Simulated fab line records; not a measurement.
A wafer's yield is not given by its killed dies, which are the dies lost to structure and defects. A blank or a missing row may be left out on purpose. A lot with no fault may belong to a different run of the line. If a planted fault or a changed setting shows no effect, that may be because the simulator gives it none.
A struck lot beside a sound one || flow nand_harc || 13 out of 1159 route steps
Sound: wafers L294.1, L294.3, L294.6. Struck: wafer L307.6 (left out: L307.2, a lot-mate that was not struck); the cause follows at the end.
For every step that has rows: the tool of each side, followed by ch and its chambers, followed by its first start. Under that, the readings that differ: sound wafers || struck wafers || difference of the means || sigmas: that difference in standard deviations of wafers without a fault.
alike: words and numbers the same on both sides, and readings whose means are apart by under 2 such deviations; not compared: readings that were withheld, readings missing a value for some wafer, numbers with overlapping values and no deviation given by the record, and bounds like >300 which may hide the same value.
The two part at a step that has a row with sigmas, a row that says differs or no value, or rows on one side only. Numbers that have no deviation but don't overlap get no sigmas and don't part them. Lack of a reading on every wafer of one side parts them only where that side has two or more wafers.

first, 1 step without rows for these wafers: NHARC_A_WL_FILL_CVD_03 (deposits W, target thk 40 nm, time 3302 s).
NHARC_A_WL_FILL_ETCHBACK_04: etches the open film in NF3, target depth 60 nm, time 120 s.
  sound on rie_metal-01 ch 0, day 17 16:55; struck on rie_metal-03 ch 0, day 20 20:46
{"reading": "drypump_motor_current_A (A)", "sound": "5.2 5.2 5.2", "struck": 6.5, "difference": "+1.3", "sigmas": "+3"}
  alike: chamber_pressure_mTorr, oes_product_au, run_length_s
  not compared: rf_hours_counter_h
NHARC_A_WL_FILL_ETCHBACK_05: etches the open film in Cl2/BCl3, target depth 22 nm, time 60 s.
  sound on rie_metal-01 ch 0,1, day 17 17:10; struck on rie_metal-03 ch 0, day 20 20:58
{"reading": "drypump_motor_current_A (A)", "sound": "5.2 5.2 5.6", "struck": 6.5, "difference": "+1.2", "sigmas": "+3"}
  alike: chamber_pressure_mTorr, oes_product_au, run_length_s
  not compared: rf_hours_counter_h
then, 5 steps without rows for these wafers: NHARC_A_WL_FILL_STRIP_27 (strips in N2/H2, time 20 s); NHARC_A_WL_FILL_STRIP_28 (strips in post etch residue remover, time 1200 s); NHARC_A_WL_FILL_PRECLEAN_06 (cleans in DIW, time 300 s); NHARC_A_WL_FILL_SRD_07; NHARC_A_WL_FILL_ANNEAL_08 (time 1800 s).
NHARC_A_WL_FILL_ALD_10: deposits SiO2, target thk 50 nm, pulse time 10 s, ald cycles 500.
  sound on ald_hk-04 ch 0,1,2, day 18 04:16; struck on ald_hk-03 ch 1, day 21 09:02
  alike: heater_power_w, precursor_pulse_height_rel
NHARC_A_WL_FILL_ETCHBACK_16: etches the open film in C4F8/O2/Ar, target depth 88 nm, time 17.6 s.
  sound: rie_diel-06 ch 0,1; struck: rie_diel-05 ch 1
  alike: bias_w, chamber_pressure_mTorr, oes_product_au, rf_vpp_V, run_length_s
  not compared: rf_hours_counter_h
NHARC_A_WL_FILL_STRIP_29: strips in O2, time 20 s.
  sound on rie_diel-06 ch 0,1,3, day 18 07:59; struck on rie_diel-05 ch 0, day 21 11:43
{"reading": "drypump_motor_current_A (A)", "sound": "6.2 6.5 6.5", "struck": 5.1, "difference": -1.3, "sigmas": -2}
  alike: chamber_pressure_mTorr, oes_product_au, rf_vpp_V, showerhead_plenum_p_Torr, throttle_valve_pct
  not compared: rf_hours_counter_h
NHARC_A_WL_FILL_ETCHBACK_17: etches the open film in Cl2/BCl3, target depth 4 nm, time 26.7 s.
  sound on rie_metal-02 ch 0,1, day 18 08:04; struck on rie_metal-02 ch 1, day 21 11:47
{"reading": "chamber_pressure_mTorr (mTorr)", "sound": "10.001 9.994 9.998", "struck": 10.017, "difference": "+0.019", "sigmas": "+2"}
{"reading": "run_length_s (s)", "sound": "48.2 47.7 48.5", "struck": 30.5, "difference": -17.6, "sigmas": -44}
  alike: drypump_motor_current_A, oes_product_au
  not compared: rf_hours_counter_h
then, 1 step without rows for these wafers: NHARC_A_WL_FILL_PRECLEAN_18 (cleans in dHF, time 30 s).

WHERE THEY PART
At NHARC_A_WL_FILL_ETCHBACK_04 first; at NHARC_A_WL_FILL_ETCHBACK_17 last (within this record only).

WHY: what the simulator had put in
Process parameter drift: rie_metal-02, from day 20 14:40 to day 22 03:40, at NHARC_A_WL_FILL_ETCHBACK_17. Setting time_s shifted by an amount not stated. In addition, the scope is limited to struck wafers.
